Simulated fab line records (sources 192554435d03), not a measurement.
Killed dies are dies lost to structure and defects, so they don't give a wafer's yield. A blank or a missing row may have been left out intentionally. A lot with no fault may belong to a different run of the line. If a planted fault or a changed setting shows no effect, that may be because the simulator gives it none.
Split-lot study + flow n5 finfet + 21 wafers read from 7 lots, route of 1938 steps

THE SPLIT ITSELF
At N5_BEOL_M7_PECVD_70 (deposits SiO2 from TEOS/O2, target thk 20 nm, time 22.7 s), the setting temp c was moved away from the recipe's 400 C on 3 of the 21 wafers read, by -3.5% to +3.3%. The other wafers ran this setting at the recipe's value.

The split's own step is where the reading is taken.

THE READING
SiO2_of_BEOL_M7_PECVD_70.thk nm (the simulator's own value, which no gauge read), in nm, at N5_BEOL_M7_PECVD_70 (deposits SiO2 from TEOS/O2, target thk 20 nm, time 22.7 s). The file does not state a usual value for it. Average 19.9 nm, standard deviation 0.29 nm, over the 18 wafers here run with the recipe.

| wafer  | tool, chamber at the split | temp c as run, C | against the recipe | SiO2_of_BEOL_M7_PECVD_70.thk nm, nm | against lot-mates on the recipe |
|--------|----------------------------|------------------|--------------------|-------------------------------------|---------------------------------|
| L076.2 | pecvd-01, 2                | 400              | recipe             | 19.4                                | -                               |
| L076.5 | pecvd-01, 1                | 386              | -3.5%              | 21.6                                | +2.0                            |
| L076.6 | pecvd-01, 2                | 400              | recipe             | 19.8                                | -                               |
| L080.1 | pecvd-01, 2                | 400              | recipe             | 19.8                                | -                               |
| L080.3 | pecvd-01, 0                | 400              | recipe             | 20                                  | -                               |
| L080.6 | pecvd-01, 1                | 400              | recipe             | 20.2                                | -                               |
| L079.1 | pecvd-04, 1                | 400              | recipe             | 19.6                                | -                               |
| L079.2 | pecvd-04, 0                | 413.3            | +3.3%              | 17.6                                | -2.0                            |
| L079.3 | pecvd-04, 1                | 413.3            | +3.3%              | 18.4                                | -1.2                            |
| L083.4 | pecvd-01, 0,2              | 400              | recipe             | 20                                  | -                               |
| L083.5 | pecvd-01, 0,2              | 400              | recipe             | 20                                  | -                               |
| L083.6 | pecvd-01, 1                | 400              | recipe             | 19.8                                | -                               |
| L086.2 | pecvd-01, 1,2              | 400              | recipe             | 20                                  | -                               |
| L086.3 | pecvd-01, 1,2              | 400              | recipe             | 20                                  | -                               |
| L086.4 | pecvd-01, 2                | 400              | recipe             | 20.2                                | -                               |
| L091.1 | pecvd-04, 1                | 400              | recipe             | 19.8                                | -                               |
| L091.2 | pecvd-04, 2                | 400              | recipe             | 20.2                                | -                               |
| L091.3 | pecvd-04, 0                | 400              | recipe             | 19.4                                | -                               |
| L092.3 | pecvd-01, 0                | 400              | recipe             | 19.6                                | -                               |
| L092.4 | pecvd-01, 2                | 400              | recipe             | 20.6                                | -                               |
| L092.5 | pecvd-01, 1                | 400              | recipe             | 20                                  | -                               |
Rows listing several chambers each stand for several wafers; the file does not say which wafer went through which chamber.

THE FIT
A straight line over all 21 wafers: SiO2_of_BEOL_M7_PECVD_70.thk nm changes by -0.54 nm for each +1% of temp c; r = -0.92; the points scatter about the line by 0.32 nm.
The same after taking each lot's own level away (the mean of its wafers on the recipe; 21 wafers): -0.515 nm for each +1%; r = -0.93; scatter 0.27 nm.
According to that fit, moving temp c by its largest amount changes the reading by 1.8 nm.
The span of the lots' own levels, 19.60 to 20.07 nm, comes to 1.6 times the standard deviation stated above.
Hence the lot-to-lot level has little effect on the slope; both slopes agree.
Check: +1.68 nm against its lot-mates is what the line predicts for one of the wafers moved furthest among these (-3.5%) when that wafer is left out of the fit. It came out at +2 nm against them.

OTHER SPLITS ON THESE WAFERS
Before the reading, these wafers also passed through other splits. Each is held against what the fit with the lots' levels taken away leaves over:
| other split on the same wafers | wafers away from the commonest value | r with SiO2_of_BEOL_M7_PECVD_70.thk nm (lot level and that fit taken away) |
|--------------------------------|--------------------------------------|----------------------------------------------------------------------------|
| N5_BEOL_M5_VIA_ETCH_34 bias w  | 9                                    | -0.11                                                                      |
| N5_BEOL_M5_ETCH_41 source w    | 7                                    | -0.22                                                                      |
| N5_BEOL_M6_EXPOSE_08 dose mj   | 4                                    | +0.16                                                                      |

THE FILE'S OWN FIT
SiO2_of_BEOL_M7_PECVD_70.thk nm changes by -0.529 nm for each +1% of temp c, r = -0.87.
